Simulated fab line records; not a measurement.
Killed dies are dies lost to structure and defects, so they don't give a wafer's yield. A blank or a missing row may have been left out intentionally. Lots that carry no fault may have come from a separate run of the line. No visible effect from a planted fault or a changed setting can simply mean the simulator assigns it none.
Split-lot study -- flow n5 finfet -- 21 wafers read across 7 lots, on a route 1938 steps long

## THE SPLIT ITSELF
At N5_MOL_CONTACT_COAG_EXPOSE_37 (exposes mask VD, defocus 0 nm), the setting dose mj was moved away from the recipe's 62 on 6 of the 21 wafers read, by -3.3% to +7.5%. This setting was run at the recipe's value on the other wafers.

## FROM THE SPLIT TO THE READING: what the file shows between them, 2 steps
- N5_MOL_CONTACT_COAG_PEB_38: peb time 60 s
- N5_MOL_CONTACT_COAG_DEVELOP_39: develop time 30 s

## THE READING
cd nm at N5_MOL_CONTACT_COAG_CD_MEAS_40, given in nm (cd target 25.1 nm). On this fab line, fault-free wafers typically give 25.17 nm with a standard deviation of 0.22 nm.

wafer,"tool, chamber at the split",dose mj as run,against the recipe,"cd nm, nm",against lot-mates on the recipe
L074.1,"euv scanner-01, 0",62,recipe,25.09,-
L074.4,"euv scanner-01, 0",62,recipe,25.38,-
L074.6,"euv scanner-01, 0",62,recipe,25.18,-
L078.1,"euv scanner-02, 0",62,recipe,25.06,-
L078.2,"euv scanner-02, 0",62,recipe,25.71,-
L078.6,"euv scanner-02, 0",62,recipe,25.23,-
L079.1,"euv scanner-02, 0",66.62,+7.5%,26.45,+1.32
L079.2,"euv scanner-02, 0",62,recipe,25.11,-
L079.6,"euv scanner-02, 0",62,recipe,25.15,-
L085.1,"euv scanner-02, 0",62,recipe,25.04,-
L085.3,"euv scanner-02, 0",62,recipe,25.21,-
L085.5,"euv scanner-02, 0",60.12,-3.0%,24.48,-0.64
L093.1,"euv scanner-02, 0",62,recipe,25.00,-
L093.4,"euv scanner-02, 0",62,recipe,25.08,-
L093.6,"euv scanner-02, 0",62,recipe,25.05,-
L094.4,"euv scanner-02, 0",60.16,-3.0%,24.48,no lot-mate on the recipe
L094.5,"euv scanner-02, 0",60.16,-3.0%,24.61,no lot-mate on the recipe
L094.6,"euv scanner-02, 0",60.16,-3.0%,24.29,no lot-mate on the recipe
L095.1,"euv scanner-02, 0",62,recipe,25.51,-
L095.2,"euv scanner-02, 0",59.96,-3.3%,24.66,-0.79
L095.6,"euv scanner-02, 0",62,recipe,25.38,-

FIT RESULTS
A straight line over all 21 wafers: cd nm changes by +0.193 nm for each +1% of dose mj; r = +0.91; the points scatter about the line by 0.2 nm.
The same after taking each lot's own level away (the mean of its wafers on the recipe; 18 wafers): +0.191 nm for each +1%; r = +0.94; scatter 0.14 nm.
According to that fit, moving dose mj by its largest amount changes the reading by 1.4 nm.
The lots' own levels span 25.043 to 25.445 nm, that is 1.8 times the standard deviation above.
The two slopes agree, so the slope changes little with the lot-to-lot level.
Check: +1.69 nm against its lot-mates is what the line predicts for one of the wafers moved furthest among these (+7.5%) when that wafer is left out of the fit. Against them it came out at +1.32 nm.

## THE OTHER SPLITS THESE WAFERS WENT THROUGH
These wafers also went through other splits before the reading. Each is held against what the fit with the lots' levels taken away leaves over:
other split on the same wafers,wafers away from the commonest value,r with cd nm (lot level and that fit taken away)
N5_SD_EPI_P_COAT_03 spin rpm,9,+0.11
N5_HKMG_FIN_EXPOSE_46 dose mj,7,-0.10
N5_HKMG_FIN_ETCH_54 source w,7,-0.22
N5_MOL_CONTACT_COAG_ETCH_15 source w,11,-0.12
N5_MOL_CONTACT_COAG_COAT_64 spin rpm,2,-0.07

## FILE'S OWN FIT
cd nm changes by +0.19 nm for each +1% of dose mj, r = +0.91.
